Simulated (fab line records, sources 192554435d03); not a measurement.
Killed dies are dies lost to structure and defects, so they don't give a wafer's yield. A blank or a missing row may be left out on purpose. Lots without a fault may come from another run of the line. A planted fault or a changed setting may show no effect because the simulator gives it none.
Split-lot experiment | flow n5_finfet | 7 lots, 39 wafers read, on a route of 1938 steps

THE SPLIT
At N5_HKMG_FIN_ETCH_55 (etches SOC in N2/H2, target depth 240 nm, time 300 s), the setting time_s was moved away from the recipe's 300 s on 18 of the 39 wafers read, by -30.8% to +53.5%. The other wafers ran this setting at the recipe's value.

FROM THE SPLIT TO THE READING: what the file shows between them, 2 steps
- N5_HKMG_FIN_STRIP_56: strips in N2/H2
- N5_HKMG_FIN_STRIP_57: strips in CF4

THE READING
HKMG_FIN.cd_offset_nm (the simulator's own value, which no gauge read), in nm, at N5_HKMG_FIN_ETCH_58 (etches SOC in N2/H2, target depth 215.8 nm, time 741 s). The file gives no usual value for it. The 21 wafers here that ran the recipe average -0.3 nm, standard deviation 0.85 nm.

wafer  | tool, chamber at the split | time_s as run, s | against the recipe | HKMG_FIN.cd_offset_nm, nm | against lot-mates on the recipe
L076.1 | rie_diel-01, 3             | 300              | recipe             | 0.6                       | -
L076.2 | rie_diel-01, 1             | 207.6            | -30.8%             | -2.4                      | -2.4
L076.3 | rie_diel-01, 0             | 207.6            | -30.8%             | -2                        | -2.0
L076.4 | rie_diel-01, 0             | 300              | recipe             | -0.6                      | -
L076.5 | rie_diel-01, 3             | 207.6            | -30.8%             | -2.6                      | -2.6
L076.6 | rie_diel-01, 1             | 300              | recipe             | 0                         | -
L077.1 | rie_diel-01, 3             | 428.1            | +42.7%             | 2.6                       | +2.1
L077.2 | rie_diel-01, 0             | 300              | recipe             | 0.2                       | -
L077.3 | rie_diel-01, 1             | 300              | recipe             | 0.8                       | -
L077.4 | rie_diel-01, 1             | 300              | recipe             | 0.6                       | -
L077.5 | rie_diel-01, 0             | 428.1            | +42.7%             | 1.8                       | +1.3
L077.6 | rie_diel-01, 3             | 428.1            | +42.7%             | 3.2                       | +2.7
L080.1 | rie_diel-05, 0             | 300              | recipe             | 1.6                       | -
L080.2 | rie_diel-05, 3             | 451.1            | +50.4%             | 2.8                       | +2.2
L080.3 | rie_diel-05, 1             | 300              | recipe             | -0.2                      | -
L080.4 | rie_diel-05, 2             | 451.1            | +50.4%             | 4                         | +3.4
L080.5 | rie_diel-05, 0             | 300              | recipe             | 0.4                       | -
L080.6 | rie_diel-05, 1             | 451.1            | +50.4%             | 3.2                       | +2.6
L082.1 | rie_diel-03, 1             | 460.6            | +53.5%             | 1.8                       | +2.6
L082.2 | rie_diel-03, 0             | 300              | recipe             | -0.6                      | -
L082.3 | rie_diel-03, 2             | 460.6            | +53.5%             | 3.4                       | +4.2
L082.4 | rie_diel-03, 2             | 300              | recipe             | -1                        | -
L082.5 | rie_diel-03, 1             | 460.6            | +53.5%             | 2                         | +2.8
L082.6 | rie_diel-03, 0             | 300              | recipe             | -0.8                      | -
L089.1 | rie_diel-01, 2             | 300              | recipe             | -1.8                      | -
L089.2 | rie_diel-01, 1             | 442.1            | +47.4%             | 3.2                       | +3.9
L089.3 | rie_diel-01, 0             | 442.1            | +47.4%             | 2.2                       | +2.9
L089.4 | rie_diel-01, 3             | 300              | recipe             | 0.2                       | -
L089.5 | rie_diel-01, 3             | 442.1            | +47.4%             | 3.4                       | +4.1
L089.6 | rie_diel-01, 2             | 300              | recipe             | -0.6                      | -
L096.3 | rie_diel-03, 0             | 300              | recipe             | -1.8                      | -
L096.5 | rie_diel-03, 2             | 300              | recipe             | -1                        | -
L096.6 | rie_diel-03, 3             | 300              | recipe             | 0.2                       | -
L097.1 | rie_diel-03, 0             | 300              | recipe             | -1.4                      | -
L097.2 | rie_diel-03, 1             | 300              | recipe             | -0.2                      | -
L097.3 | rie_diel-03, 3             | 379.2            | +26.4%             | 1.2                       | +2.0
L097.5 | rie_diel-03, 0             | 379.2            | +26.4%             | 1.2                       | +2.0
L097.4 | rie_diel-03, 3             | 379.2            | +26.4%             | 1.4                       | +2.2
L097.6 | rie_diel-03, 1             | 300              | recipe             | -0.8                      | -

THE FIT
A straight line over all 39 wafers: HKMG_FIN.cd_offset_nm changes by +0.0636 nm for each +1% of time_s; r = +0.91; the points scatter about the line by 0.77 nm.
The same after taking each lot's own level away (the mean of its wafers on the recipe; 39 wafers): +0.0634 nm for each +1%; r = +0.93; scatter 0.66 nm.
On that fit, the largest move of time_s shifts the reading by 3.4 nm.
The lots' own levels span -0.87 to 0.60 nm, that is 1.7 times the standard deviation above.
So the lot-to-lot level changes the slope little: the two slopes agree.
Check: with one of the wafers moved furthest among these (+53.5%) left out of the fit, the line predicts +3.41 nm for it against its lot-mates. It came out at +2.6 nm against them.

OTHER SPLITS ON THESE WAFERS
These wafers also went through other splits before the reading. Each is held against what the fit with the lots' levels taken away leaves over:
other split on the same wafers                 | wafers away from the commonest value | r with HKMG_FIN.cd_offset_nm (lot level and that fit taken away)
N5_PMOS_HMC_CHANNEL_EPI_HM_DEP_34 target_thk_a | 18                                   | -0.06
N5_SD_EPI_N_EPI_21 epi_growth_time_s           | 12                                   | -0.41

THE WHOLE CHAIN: every reading that the file lists as answering this split, in the file's order
step                | what it does                                           | reading                                                                           | change (the file's fit)                | r (the file's)
N5_HKMG_FIN_ETCH_55 | etches SOC in N2/H2, target depth 240 nm, time 300 s   | etch.depth_nm (the simulator's own value, which no gauge read)                    | +2.31 nm for each +1% of the setting   | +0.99
N5_HKMG_FIN_ETCH_55 | etches SOC in N2/H2, target depth 240 nm, time 300 s   | HKMG_FIN.feature_depth_nm (the simulator's own value, which no gauge read)        | +2.31 nm for each +1% of the setting   | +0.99
N5_HKMG_FIN_ETCH_55 | etches SOC in N2/H2, target depth 240 nm, time 300 s   | SiARC_of_HKMG_FIN_COAT_42.thk_nm (the simulator's own value, which no gauge read) | -0.131 nm for each +1% of the setting  | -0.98
N5_HKMG_FIN_ETCH_58 | etches SOC in N2/H2, target depth 215.8 nm, time 741 s | HKMG_FIN.cd_offset_nm (the simulator's own value, which no gauge read)            | +0.0625 nm for each +1% of the setting | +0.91

THE FILE'S OWN FIT
HKMG_FIN.cd_offset_nm changes by +0.0625 nm for each +1% of time_s, r = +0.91.
